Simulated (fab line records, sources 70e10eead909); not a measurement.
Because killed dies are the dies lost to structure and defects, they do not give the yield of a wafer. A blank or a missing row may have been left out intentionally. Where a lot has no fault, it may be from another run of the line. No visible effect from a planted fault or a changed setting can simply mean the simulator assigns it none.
Which of the tools did it? -- flow nand harc -- 13 lots, 39 wafers sampled, at 5 steps of a route of 1302

WHAT THE GAUGES READ, wafer by wafer
NHARC_END_SORT_01.
lot,measured,on,killed at array,killed at other,killed at periphery,killed dies,killed open,killed short
L581,day 29 16:26,prober-02,53 45 45,1 0 1,6 4 9,60 49 55,2 3 5,0 0 1

WHICH TOOL RAN EACH LOT (tool, then ch and the chambers of the sampled wafers, then the start)
lot,NHARC_A_WL_FILL_STRIP_27,NHARC_A_WL_FILL_ALD_19,NHARC_A_CONTACT_DEP_28,NHARC_A_CONTACT_DEP_29
L569,"plasma asher-02 ch 0,1, day 20 07:53","ald metal-03 ch 0,1, day 20 23:37","acl dep-01 ch 0, day 21 01:08","pecvd-01 ch 0,2, day 21 05:32"
L572,"plasma asher-01 ch 0,1, day 20 23:11","ald metal-02 ch 1,3, day 21 15:17","acl dep-03 ch 0, day 21 17:38","pecvd-03 ch 0,2, day 21 21:13"
L573,"plasma asher-02 ch 0,1, day 21 21:38","ald metal-03 ch 0,1,2, day 22 13:22","acl dep-03 ch 0, day 22 17:17","pecvd-02 ch 0,2, day 22 21:33"
L574,"plasma asher-01 ch 0,1, day 22 00:55","ald metal-01 ch 0,1,2, day 22 16:40","acl dep-02 ch 0, day 22 20:23","pecvd-03 ch 0,1,2, day 23 00:43"
L576,"plasma asher-02 ch 0,1, day 22 18:19","ald metal-02 ch 0,2,3, day 23 10:50","acl dep-02 ch 0, day 23 12:21","pecvd-02 ch 0,1,2, day 23 16:39"
L575,"plasma asher-02 ch 0,1, day 22 20:19","ald metal-03 ch 0,3, day 23 10:52","acl dep-01 ch 0, day 23 15:18","pecvd-02 ch 0,2, day 23 18:11"
L577,"plasma asher-02 ch 0,1, day 23 08:40","ald metal-03 ch 0,2, day 24 01:58","acl dep-02 ch 0, day 24 09:48","pecvd-01 ch 1,2, day 24 12:40"
L579,"plasma asher-01 ch 0,1, day 24 14:58","ald metal-02 ch 1,2,3, day 25 08:11","acl dep-02 ch 0, day 25 10:32","pecvd-01 ch 0,2, day 25 14:08"
L581,"plasma asher-01 ch 0,1, day 25 13:02","ald metal-01 ch 0,2, day 26 05:43","acl dep-01 ch 0, day 26 09:43","pecvd-02 ch 0,2, day 26 12:37"
L583,"plasma asher-02 ch 0,1, day 26 09:30","ald metal-02 ch 0,1,2, day 27 03:40","acl dep-02 ch 0, day 27 05:17","pecvd-02 ch 1,2, day 27 09:37"
L585,"plasma asher-01 ch 0,1, day 26 22:11","ald metal-02 ch 0,1,2, day 27 13:52","acl dep-01 ch 0, day 27 16:47","pecvd-02 ch 1,2, day 27 19:38"
L586,"plasma asher-02 ch 0,1, day 26 23:37","ald metal-03 ch 0,1,2, day 27 13:55","acl dep-02 ch 0, day 27 16:16","pecvd-02 ch 1,2, day 27 19:52"
L591,"plasma asher-02 ch 0,1, day 30 00:57","ald metal-03 ch 0,1,2, day 30 18:03","acl dep-03 ch 0, day 30 20:55","pecvd-03 ch 0,1,2, day 30 23:48"
- NHARC_A_WL_FILL_STRIP_27: strips in N2/H2, time 20 s.
- NHARC_A_WL_FILL_ALD_19: deposits TiN, target thk 2 nm, pulse time 3 s, ald cycles 100.
- NHARC_A_CONTACT_DEP_28: deposits aC, target thk 7000 nm.
- NHARC_A_CONTACT_DEP_29: deposits SiON, target thk 100 nm.

AS READ BY THE TOOLS THEMSELVES (means over the sampled wafers that have a number; for cases with no such wafer, the mark the record gives instead)
NHARC_A_WL_FILL_STRIP_27.
lot,tool,drypump motor current A (A),heater power w (W)
L569,plasma asher-02,5.4,338
L572,plasma asher-01,6.1,361
L573,plasma asher-02,5.4,323
L574,plasma asher-01,6.0,371
L576,plasma asher-02,5.4,328
L575,plasma asher-02,5.4,327
L577,plasma asher-02,5.4,327
L579,plasma asher-01,6.1,363
L581,plasma asher-01,6.0,373
L583,plasma asher-02,5.4,326
L585,plasma asher-01,6.0,367
L586,plasma asher-02,5.4,335
L591,plasma asher-02,5.4,321

NHARC_A_WL_FILL_ALD_19.
lot,tool,heater power outer w (W),heater power w (W),precursor pulse height rel
L569,ald metal-03,740,1221,1.000
L572,ald metal-02,687,1120,1.005
L573,ald metal-03,752,1179,1.000
L574,ald metal-01,631,1008,1.013
L576,ald metal-02,648,1065,0.978
L575,ald metal-03,749,1197,1.013
L577,ald metal-03,836,1255,0.983
L579,ald metal-02,700,1114,1.034
L581,ald metal-01,658,1053,0.987
L583,ald metal-02,675,1064,0.988
L585,ald metal-02,669,1076,0.999
L586,ald metal-03,757,1162,1.009
L591,ald metal-03,753,1174,1.005

NHARC_A_CONTACT_DEP_28.
lot,tool,throttle valve pct (%)
L569,acl dep-01,34.985
L572,acl dep-03,35.002
L573,acl dep-03,35.001
L574,acl dep-02,34.997
L576,acl dep-02,34.995
L575,acl dep-01,34.997
L577,acl dep-02,35.001
L579,acl dep-02,34.997
L581,acl dep-01,34.993
L583,acl dep-02,35.003
L585,acl dep-01,34.994
L586,acl dep-02,34.998
L591,acl dep-03,34.997

NHARC_A_CONTACT_DEP_29.
lot,tool,heater power outer w (W),heater power w (W),rf fwd power W (W)
L569,pecvd-01,433,699,347.9
L572,pecvd-03,437,689,348.9
L573,pecvd-02,380,652,347.9
L574,pecvd-03,467,771,349.3
L576,pecvd-02,405,676,348.8
L575,pecvd-02,384,651,348.3
L577,pecvd-01,429,701,349.3
L579,pecvd-01,369,639,348.2
L581,pecvd-02,427,715,347.0
L583,pecvd-02,389,655,346.7
L585,pecvd-02,409,679,293.0
L586,pecvd-02,418,692,291.3
L591,pecvd-03,485,772,349.1

THE ANSWER, worked out from the rows above alone
Rule: what is usual is taken from the lots themselves. The widest of any qualifying gaps counts: lots, ordered by their means at a reading, are off when they make up no more than a third of the lots, leave a main group of 4 or more, and stand apart from it by 3 or more times the standard deviation of that group's means. A main group is skipped when, at the precision printed for the reading in the tables above, its means are all equal. Also off: a lot with no number at a reading for which 4 or more lots have one. Any other lot the step has rows for is counted as sound. After the gauges, taken in route order, come the tools' own readings; for these a lot's mean is taken, as printed above. The first step at which some lot is off is used, and at that step the reading that is off furthest; a lot without a number counts as furthest.
Off: L585, L586 (NHARC_A_CONTACT_DEP_29, rf fwd power W). Main group: mean 348.3 W, sd 0.84.
A tool fits if, at that step or a process step before it, it ran every lot that is off, and no sound lot after the first of them. One candidate fits, namely pecvd-02 at NHARC_A_CONTACT_DEP_29. Its last sound lot is L583 (day 27 09:37), its first lot that is off L585 (day 27 19:38): a fault that began between those two fits.
On the lots that are off, the tool's own readings at NHARC_A_CONTACT_DEP_29 differ by more than 5 times the standard deviation of the sound lots' means, which bears it out; rf fwd power W reads 292.1 W there versus 348.3 W on the sound lots.

WHAT HAD BEEN PUT IN BY THE SIMULATOR
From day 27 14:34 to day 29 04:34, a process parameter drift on pecvd-02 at NHARC_A_CONTACT_DEP_29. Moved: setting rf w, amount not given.
Lots struck among those shown: L585, L586. This agrees with what the rule above found.
